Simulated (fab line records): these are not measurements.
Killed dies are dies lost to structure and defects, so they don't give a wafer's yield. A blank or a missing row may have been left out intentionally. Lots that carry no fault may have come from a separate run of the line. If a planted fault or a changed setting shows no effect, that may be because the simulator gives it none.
Matching of chambers / flow nand-harc / NHARC_A_STAIRCASE_DEP_280 on pecvd-02: 3 sister chambers
The step deposits SiON, target thk 30 nm. 6 wafers are shown with their chamber, then 12 later ones without.

WAFERS PAIRED WITH THEIR CHAMBERS
wafer=L091.1; chamber=1; heater-power-w (W)=853; heater-power-outer-w (W)=558
wafer=L091.3; chamber=2; heater-power-w (W)=697; heater-power-outer-w (W)=426
wafer=L091.4; chamber=0; heater-power-w (W)=573; heater-power-outer-w (W)=356
wafer=L090.1; chamber=2; heater-power-w (W)=750; heater-power-outer-w (W)=473
wafer=L090.3; chamber=0; heater-power-w (W)=636; heater-power-outer-w (W)=400
wafer=L090.6; chamber=1; heater-power-w (W)=804; heater-power-outer-w (W)=525

WAFERS WITH NO CHAMBER GIVEN
wafer=L094.1; heater-power-w (W)=761; heater-power-outer-w (W)=475
wafer=L094.4; heater-power-w (W)=881; heater-power-outer-w (W)=569
wafer=L094.5; heater-power-w (W)=559; heater-power-outer-w (W)=344
wafer=L092.1; heater-power-w (W)=674; heater-power-outer-w (W)=425
wafer=L092.2; heater-power-w (W)=701; heater-power-outer-w (W)=437
wafer=L092.5; heater-power-w (W)=767; heater-power-outer-w (W)=506
wafer=L095.2; heater-power-w (W)=648; heater-power-outer-w (W)=416
wafer=L095.5; heater-power-w (W)=642; heater-power-outer-w (W)=411
wafer=L095.6; heater-power-w (W)=827; heater-power-outer-w (W)=523
wafer=L097.1; heater-power-w (W)=800; heater-power-outer-w (W)=490
wafer=L097.4; heater-power-w (W)=644; heater-power-outer-w (W)=405
wafer=L097.5; heater-power-w (W)=757; heater-power-outer-w (W)=475

THE CHAMBER EACH PASSED THROUGH
wafer=L094.1; from the rows above=can't be placed: 2 or 1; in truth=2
wafer=L094.4; from the rows above=1; in truth=1
wafer=L094.5; from the rows above=0; in truth=0
wafer=L092.1; from the rows above=can't be placed: 2 or 0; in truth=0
wafer=L092.2; from the rows above=2; in truth=2
wafer=L092.5; from the rows above=can't be placed: 1 or 2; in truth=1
wafer=L095.2; from the rows above=can't be placed: 0 or 2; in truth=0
wafer=L095.5; from the rows above=can't be placed: 0 or 2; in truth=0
wafer=L095.6; from the rows above=1; in truth=1
wafer=L097.1; from the rows above=can't be placed: 1 or 2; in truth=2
wafer=L097.4; from the rows above=can't be placed: 0 or 2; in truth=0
wafer=L097.5; from the rows above=can't be placed: 2 or 1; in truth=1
Correctly placed: 4 of 12. Unplaceable from these rows: 8, with the true chamber sitting among the candidates in 8. Wrongly placed: 0.
How it was worked out, from the rows above alone: a wafer's distance from a chamber is the root of the sum, over the readings, of the square of ((its reading less the chamber's mean) divided by the reading's scatter). The wafer belongs to the nearest chamber; if the next one is less than 2 further off, it can't be placed. For every chamber, the mean is computed from those of its wafers that are shown. How the scatter is found: for the shown wafers, subtract from each reading the mean of its chamber, square and add these, divide the total by (wafers less chambers), then take the root.
